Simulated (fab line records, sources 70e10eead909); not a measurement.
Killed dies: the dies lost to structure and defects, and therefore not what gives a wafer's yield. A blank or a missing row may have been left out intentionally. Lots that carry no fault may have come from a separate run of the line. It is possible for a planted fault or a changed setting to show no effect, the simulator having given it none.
Matching of chambers | flow nandHarc | 4 sister chambers for NHARC_A_CHANNEL_FILL_D1_CMP_10 on cmp-02
The step polishes, target thk 150 nm. 4 wafers are shown with their chamber, then 7 later ones without.

## WAFERS, EACH WITH ITS CHAMBER
wafer  | chamber | motorCurrentA (A)
L410.4 | 0       | 11.0
L414.5 | 1       | 10.2
L417.3 | 2       | 14.2
L417.4 | 3       | 13.3

## WAFERS WITH NO CHAMBER GIVEN
wafer  | motorCurrentA (A)
L417.5 | 13.8
L418.1 | 13.9
L418.2 | 13.7
L418.5 | 10.7
L420.3 | 14.6
L420.5 | 10.6
L420.6 | 14.1

## CHAMBER TAKEN BY EACH
wafer  | from the rows above     | in truth
L417.5 | can't be placed: 2 or 3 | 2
L418.1 | can't be placed: 2 or 3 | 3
L418.2 | can't be placed: 3 or 2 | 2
L418.5 | can't be placed: 0 or 1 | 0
L420.3 | 2                       | 2
L420.5 | can't be placed: 0 or 1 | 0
L420.6 | 2                       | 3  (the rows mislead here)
1 of 7 placed correctly. Cannot be placed on the basis of these rows: 5; the candidates contain the true chamber in 5. Placed wrongly: 1.
How it was worked out, from the rows above alone: a wafer's distance from a chamber is the root of the sum, over the readings, of the square of ((its reading less the chamber's mean) divided by the reading's scatter). If the next closest chamber is less than 2 further off than the closest, the wafer can't be placed; otherwise it belongs to the closest. The mean given for a chamber averages the wafers shown for that chamber. The scatter (one wafer shown for each chamber): square how far every hidden wafer sits from the nearest shown wafer, average those squares and take the square root.
